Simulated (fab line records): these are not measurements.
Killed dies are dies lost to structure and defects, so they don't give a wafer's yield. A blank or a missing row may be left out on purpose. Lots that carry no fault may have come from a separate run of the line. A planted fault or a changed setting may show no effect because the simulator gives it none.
Chamber matching -- flow nand harc -- 4 sister chambers for NHARC_A_STAIRCASE_CMP_450 on cmp-04
The step polishes SiO2, target thk 200 nm. 4 wafers are shown with their chamber, then 7 later ones without.

== WAFERS PAIRED WITH THEIR CHAMBERS ==
wafer,chamber,motor current A (A)
L113.5,1,11.9
L113.6,0,13.1
L118.1,3,11.3
L118.3,2,11.1

== WAFERS WITHOUT THEIR CHAMBER ==
wafer,motor current A (A)
L118.6,11.4
L128.1,12.0
L128.3,11.1
L128.4,11.9
L129.2,10.4
L129.4,13.2
L129.6,12.9

== THE CHAMBER EACH PASSED THROUGH ==
wafer,from the rows above,in truth
L118.6,can't be placed: 3 or 2 or 1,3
L128.1,1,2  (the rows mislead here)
L128.3,can't be placed: 2 or 3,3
L128.4,1,1
L129.2,can't be placed: 2 or 3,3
L129.4,0,0
L129.6,0,0
3 of 7 placed correctly. These rows do not allow placing 3 (true chamber among the candidates in 3). 1 placed wrongly.
How it was worked out, from the rows above alone: a wafer's distance from a chamber is the root of the sum, over the readings, of the square of ((its reading less the chamber's mean) divided by the reading's scatter). If the next closest chamber is less than 2 further off than the closest, the wafer can't be placed; otherwise it belongs to the closest. Each chamber's mean is taken over the wafers shown for it. The scatter: with one shown wafer a chamber, the root of the mean of the squares of how far each hidden wafer lies from its nearest shown one.
